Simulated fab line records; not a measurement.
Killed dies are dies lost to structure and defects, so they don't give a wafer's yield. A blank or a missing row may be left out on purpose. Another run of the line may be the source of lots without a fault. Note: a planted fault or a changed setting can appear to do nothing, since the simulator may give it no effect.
Which tool did it? -- flow nand_harc -- 24 lots, 72 wafers sampled, at 6 steps of a route of 1159

## WHAT EACH GAUGE READ, for each wafer
Not one reading of a measure or inspect step in the record can be checked against a usual standard deviation.

## WHAT TOOL EACH LOT RAN ON (gives the tool, then ch and the chambers of the sampled wafers, and finally the start)
lot,NHARC_A_CONTACT_ETCH_127,NHARC_A_CONTACT_ETCH_132,NHARC_A_CONTACT_ETCH_88,NHARC_A_CONTACT_ETCH_31,NHARC_A_CONTACT_ETCH_137,NHARC_A_M0_PRE_CLEAN_31
L074,"har_cap_etch-01 ch 0,1, day 16 09:49","har_cap_etch-01 ch 0,1, day 16 10:32","rie_diel-10 ch 0,1,2, day 16 15:34","rie_diel-10 ch 1,2, day 16 17:05 or earlier","har_cap_etch-02 ch 0,1, day 16 17:05","pecvd-04 ch 0,1,2, day 17 05:32"
L076,"har_cap_etch-03 ch 0,1, day 16 22:02","har_cap_etch-03 ch 0,1, day 16 22:45","rie_diel-07 ch 0,1,2, day 17 05:47","rie_diel-07 ch 1,2, day 17 07:31 or earlier","har_cap_etch-03 ch 0,1, day 17 07:31","pecvd-03 ch 0,1,2, day 17 21:24"
L075,"har_cap_etch-01 ch 1, day 16 22:03","har_cap_etch-01 ch 1, day 16 22:46","rie_diel-10 ch 0,1, day 17 04:46","rie_diel-10 ch 1,2,3, day 17 06:17 or earlier","har_cap_etch-03 ch 0,1, day 17 06:17","pecvd-02 ch 1,2, day 17 20:57"
L077,"har_cap_etch-02 ch 0,1, day 17 05:25","har_cap_etch-02 ch 0,1, day 17 06:22","rie_diel-10 ch 1,3, day 17 12:02","rie_diel-10 ch 0,1, day 17 13:27 or earlier","har_cap_etch-01 ch 0,1, day 17 13:27","pecvd-03 ch 0,1,2, day 18 02:39"
L079,"har_cap_etch-02 ch 1, day 17 10:57","har_cap_etch-02 ch 1, day 17 11:53","rie_diel-10 ch 0,2,3, day 17 17:21","rie_diel-10 ch 2,3, day 17 18:42 or earlier","har_cap_etch-01 ch 0, day 17 18:42","pecvd-03 ch 0,1, day 18 07:30"
L080,"har_cap_etch-03 ch 1, day 17 11:06","har_cap_etch-03 ch 1, day 17 11:49","rie_diel-10 ch 0,1,3, day 17 16:23","rie_diel-10 ch 2,3, day 17 18:01 or earlier","har_cap_etch-02 ch 1, day 17 18:01","pecvd-02 ch 0,2, day 18 07:16"
L078,"har_cap_etch-03 ch 0,1, day 17 14:40","har_cap_etch-03 ch 0,1, day 17 15:23","rie_diel-10 ch 1,2,3, day 17 19:42","rie_diel-10 ch 0,1,3, day 17 21:04 or earlier","har_cap_etch-03 ch 0,1, day 17 21:04","pecvd-03 ch 0,2, day 18 12:00"
L081,"har_cap_etch-01 ch 0,1, day 18 09:44","har_cap_etch-01 ch 0,1, day 18 10:27","rie_diel-03 ch 0,1, day 18 15:26","rie_diel-03 ch 0,1, day 18 16:58 or earlier","har_cap_etch-01 ch 0,1, day 18 16:58","pecvd-02 ch 1,2, day 19 07:34"
L082,"har_cap_etch-02 ch 0,1, day 18 21:16","har_cap_etch-02 ch 0,1, day 18 21:58","rie_diel-10 ch 2,3, day 19 02:18","rie_diel-10 ch 0,1, day 19 03:38 or earlier","har_cap_etch-03 ch 0,1, day 19 03:38","pecvd-03 ch 0,1,2, day 19 14:23"
L083,"har_cap_etch-01 ch 0,1, day 18 22:41","har_cap_etch-01 ch 0,1, day 18 23:24","rie_diel-10 ch 0,1,3, day 19 05:14","rie_diel-10 ch 1,3, day 19 06:34 or earlier","har_cap_etch-02 ch 0,1, day 19 06:34","pecvd-02 ch 0,1,2, day 19 17:08"
L084,"har_cap_etch-01 ch 0,1, day 19 03:04","har_cap_etch-01 ch 0,1, day 19 03:46","rie_diel-10 ch 0,1, day 19 10:08","rie_diel-10 ch 0,1, day 19 11:44 or earlier","har_cap_etch-03 ch 0,1, day 19 11:44","pecvd-04 ch 0,1,2, day 20 02:13"
L086,"har_cap_etch-01 ch 0,1, day 19 10:26","har_cap_etch-01 ch 0,1, day 19 11:23","rie_diel-10 ch 1,2,3, day 19 15:55","rie_diel-10 ch 1,2,3, day 19 17:16 or earlier","har_cap_etch-02 ch 0,1, day 19 17:16","pecvd-04 ch 0,2, day 20 08:16"
L087,"har_cap_etch-01 ch 1, day 19 13:14","har_cap_etch-01 ch 1, day 19 13:56","rie_diel-10 ch 0,3, day 19 18:08","rie_diel-10 ch 1,2,3, day 19 19:33 or earlier","har_cap_etch-02 ch 0,1, day 19 19:33","pecvd-04 ch 0,1, day 20 08:44"
L088,"har_cap_etch-03 ch 0,1, day 19 17:13","har_cap_etch-03 ch 0,1, day 19 17:55","rie_diel-10 ch 1,3, day 19 22:13","rie_diel-10 ch 0,1,2, day 19 23:35 or earlier","har_cap_etch-03 ch 0,1, day 19 23:35","pecvd-04 ch 0,1,2, day 20 14:09"
L085,"har_cap_etch-01 ch 0,1, day 19 18:25","har_cap_etch-01 ch 0,1, day 19 19:08","rie_diel-10 ch 0,1,2, day 19 23:21","rie_diel-10 ch 2,3, day 20 00:41 or earlier","har_cap_etch-01 ch 0,1, day 20 00:41","pecvd-03 ch 0,1,2, day 20 14:24"
L089,"har_cap_etch-02 ch 0,1, day 20 14:04","har_cap_etch-02 ch 0,1, day 20 14:47","rie_diel-10 ch 0,2,3, day 20 18:54","rie_diel-10 ch 1,2,3, day 20 20:20 or earlier","har_cap_etch-01 ch 0,1, day 20 20:20","pecvd-02 ch 0,1,2, day 21 17:22"
L090,"har_cap_etch-01 ch 0,1, day 20 14:07","har_cap_etch-01 ch 0,1, day 20 15:03","rie_diel-10 ch 1,2,3, day 20 20:11","rie_diel-10 ch 0,1,2, day 20 21:34 or earlier","har_cap_etch-03 ch 0,1, day 20 21:34","pecvd-04 ch 0,1, day 21 20:11"
L091,"har_cap_etch-02 ch 0,1, day 20 23:35","har_cap_etch-02 ch 0,1, day 21 00:18","rie_diel-07 ch 0,1, day 21 04:47","rie_diel-07 ch 0,1, day 21 06:13 or earlier","har_cap_etch-03 ch 0,1, day 21 06:13","pecvd-02 ch 0,1,2, day 22 01:55"
L092,"har_cap_etch-01 ch 0,1, day 21 01:11","har_cap_etch-01 ch 0,1, day 21 01:54","rie_diel-10 ch 0,1, day 21 06:11","rie_diel-10 ch 1,2,3, day 21 07:41 or earlier","har_cap_etch-02 ch 1, day 21 07:41","pecvd-02 ch 0,1,2, day 22 04:01"
L094,"har_cap_etch-02 ch 0,1, day 22 02:43","har_cap_etch-02 ch 0,1, day 22 03:26","rie_diel-07 ch 1,2,3, day 22 08:04","rie_diel-07 ch 0,1,3, day 22 09:53 or earlier","har_cap_etch-03 ch 0,1, day 22 09:53","pecvd-03 ch 1,2, day 22 21:10"
L095,"har_cap_etch-03 ch 0,1, day 22 05:34","har_cap_etch-03 ch 0,1, day 22 06:16","rie_diel-07 ch 0,2,3, day 22 11:23","rie_diel-07 ch 0,2,3, day 22 13:17 or earlier","har_cap_etch-01 ch 0,1, day 22 13:17","pecvd-02 ch 0,1,2, day 23 02:10"
L093,"har_cap_etch-02 ch 0,1, day 22 11:22","har_cap_etch-02 ch 0,1, day 22 12:19","rie_diel-10 ch 1,2,3, day 22 17:35","rie_diel-10 ch 0,1,2, day 22 18:59 or earlier","har_cap_etch-02 ch 0,1, day 22 18:59","pecvd-02 ch 0,1, day 23 09:35"
L096,"har_cap_etch-02 ch 0,1, day 22 14:14","har_cap_etch-02 ch 0,1, day 22 15:08","rie_diel-03 ch 2,3, day 22 20:11","rie_diel-03 ch 0,1,2, day 22 21:33 or earlier","har_cap_etch-03 ch 0,1, day 22 21:33","pecvd-04 ch 1,2, day 23 11:34"
L097,"har_cap_etch-01 ch 1, day 22 17:55","har_cap_etch-01 ch 1, day 22 18:38","rie_diel-07 ch 0,1,3, day 22 23:29","rie_diel-07 ch 0,3, day 23 00:49 or earlier","har_cap_etch-01 ch 0,1, day 23 00:49","pecvd-03 ch 0,2, day 23 16:01"
- NHARC_A_CONTACT_ETCH_127: etches the open film in C4F8/O2/Ar, time 155 s, target depth 956 nm.
- NHARC_A_CONTACT_ETCH_132: etches the open film in C4F8/O2/Ar, time 156 s, target depth 958 nm.
- NHARC_A_CONTACT_ETCH_88: etches the open film in CF4, target depth 39 nm, time 65 s.
- NHARC_A_CONTACT_ETCH_31: etches the open film in O2/COS, target depth 2000 nm, time 520 s.
- NHARC_A_CONTACT_ETCH_137: etches the open film in C4F8/O2/Ar, time 132 s, target depth 1287 nm.
- NHARC_A_M0_PRE_CLEAN_31: time 12 s.

## AS READ BY THE TOOLS THEMSELVES (means over the sampled wafers that have a number; for cases with no such wafer, the mark the record gives instead)
NHARC_A_CONTACT_ETCH_88. Usual: drypump_motor_current_A 5.75 A, standard deviation 0.28; oes_product_au 1.001 a.u., standard deviation 0.0081; rf_vpp_V 151.6 V, standard deviation 1.1; showerhead_plenum_p_Torr 1.81 Torr, standard deviation 0.064; throttle_valve_pct 13.284 %, standard deviation 0.0093.
lot,tool,drypump_motor_current_A (A),oes_product_au (a.u.),rf_vpp_V (V),showerhead_plenum_p_Torr (Torr),throttle_valve_pct (%),flag
L074,rie_diel-10,5.66,0.999,151.7,1.81,13.288,
L076,rie_diel-07,5.95,1.008,150.5,1.74,13.275,
L075,rie_diel-10,5.52,1.009,151.2,1.79,13.276,
L077,rie_diel-10,5.72,0.999,152.2,1.80,13.273,
L079,rie_diel-10,5.73,0.996,152.8,1.85,13.282,
L080,rie_diel-10,5.62,0.998,152.1,1.83,13.286,
L078,rie_diel-10,5.87,1.006,151.7,1.82,13.285,
L081,rie_diel-03,5.65,1.002,152.4,1.84,13.290,
L082,rie_diel-10,5.95,0.996,151.6,1.85,13.293,
L083,rie_diel-10,5.61,1.003,152.4,1.83,13.284,
L084,rie_diel-10,5.52,1.000,151.5,1.79,13.282,
L086,rie_diel-10,5.84,0.995,152.2,1.81,13.286,
L087,rie_diel-10,5.50,0.994,151.6,1.86,13.286,
L088,rie_diel-10,5.80,1.005,151.8,1.83,13.276,
L085,rie_diel-10,5.68,0.994,151.5,1.80,13.288,
L089,rie_diel-10,5.74,1.006,152.2,1.84,13.285,
L090,rie_diel-10,5.83,1.009,152.2,1.81,13.280,
L091,rie_diel-07,5.86,0.996,150.0,1.73,13.281,
L092,rie_diel-10,5.52,1.009,151.8,1.78,13.290,
L094,rie_diel-07,5.77,0.990,150.7,1.70,13.290,
L095,rie_diel-07,6.01,0.999,151.1,1.78,13.285,
L093,rie_diel-10,5.84,1.000,152.5,1.81,13.285,
L096,rie_diel-03,5.96,1.009,151.1,1.79,13.283,
L097,rie_diel-07,5.87,1.005,150.6,1.77,13.287,

NHARC_A_CONTACT_ETCH_31. Usual: drypump_motor_current_A 5.75 A, standard deviation 0.28; oes_product_au 0.999 a.u., standard deviation 0.0074; rf_vpp_V 315.0 V, standard deviation 1.9; showerhead_plenum_p_Torr 3.19 Torr, standard deviation 0.12; throttle_valve_pct 28.331 %, standard deviation 0.0076.
lot,tool,drypump_motor_current_A (A),oes_product_au (a.u.),rf_vpp_V (V),showerhead_plenum_p_Torr (Torr),throttle_valve_pct (%),flag
L074,rie_diel-10,5.93,1.010,314.6,3.18,28.330,
L076,rie_diel-07,5.89,1.014,311.8,2.94,28.335,
L075,rie_diel-10,5.85,1.001,314.8,3.21,28.322,
L077,rie_diel-10,5.52,0.999,314.9,3.16,28.329,
L079,rie_diel-10,5.97,1.004,315.3,3.24,28.332,
L080,rie_diel-10,6.01,1.002,316.2,3.24,28.330,
L078,rie_diel-10,5.62,1.004,315.0,3.23,28.337,
L081,rie_diel-03,5.59,0.997,315.7,3.20,28.330,
L082,rie_diel-10,5.43,0.992,315.4,3.22,28.328,
L083,rie_diel-10,5.71,1.002,315.1,3.17,28.327,
L084,rie_diel-10,5.53,0.993,313.9,3.16,28.333,
L086,rie_diel-10,5.85,1.000,315.7,3.20,28.338,
L087,rie_diel-10,5.84,1.000,314.8,3.20,28.331,
L088,rie_diel-10,5.66,1.007,316.2,3.20,28.338,
L085,rie_diel-10,6.00,1.003,316.0,3.24,28.333,
L089,rie_diel-10,5.86,0.999,315.7,3.20,28.333,
L090,rie_diel-10,5.67,1.007,315.9,3.19,28.332,
L091,rie_diel-07,6.04,0.999,314.5,3.19,28.331,
L092,rie_diel-10,5.87,1.003,315.7,3.20,28.335,
L094,rie_diel-07,5.86,0.996,314.4,3.13,28.340,
L095,rie_diel-07,6.00,0.992,314.8,3.14,28.332,
L093,rie_diel-10,5.67,1.000,314.7,3.19,28.331,
L096,rie_diel-03,5.67,0.998,314.5,3.19,28.328,
L097,rie_diel-07,6.08,0.989,315.9,3.27,28.336,

NHARC_A_M0_PRE_CLEAN_31. Usual: heater_power_w reads 636 W (standard deviation 98).
lot,tool,heater_power_w (W),flag
L074,pecvd-04,717,
L076,pecvd-03,648,
L075,pecvd-02,563,
L077,pecvd-03,669,
L079,pecvd-03,688,
L080,pecvd-02,621,
L078,pecvd-03,599,
L081,pecvd-02,567,
L082,pecvd-03,638,
L083,pecvd-02,577,
L084,pecvd-04,726,
L086,pecvd-04,785,
L087,pecvd-04,621,
L088,pecvd-04,677,
L085,pecvd-03,692,
L089,pecvd-02,545,
L090,pecvd-04,767,
L091,pecvd-02,515,
L092,pecvd-02,595,
L094,pecvd-03,669,
L095,pecvd-02,593,
L093,pecvd-02,518,
L096,pecvd-04,606,
L097,pecvd-03,635,

## THE ANSWER, worked out from the rows above alone
Rule: take the mean of a lot's wafers that have a number; if it is more than 3 standard deviations from the usual mean, the lot is off. A lot without any number at a reading at which 4 lots or more have one is off too. All remaining lots with rows at the step are treated as sound. The gauges are gone through in route order, then the tools' own readings, and for those a lot's mean is taken as printed above. At the first step where some lot is off, the reading lying furthest off is the one used; lots without a number count as furthest.
No lot is off on any of the readings shown, so nothing can be concluded from this.

## WHAT THE SIMULATOR PUT IN
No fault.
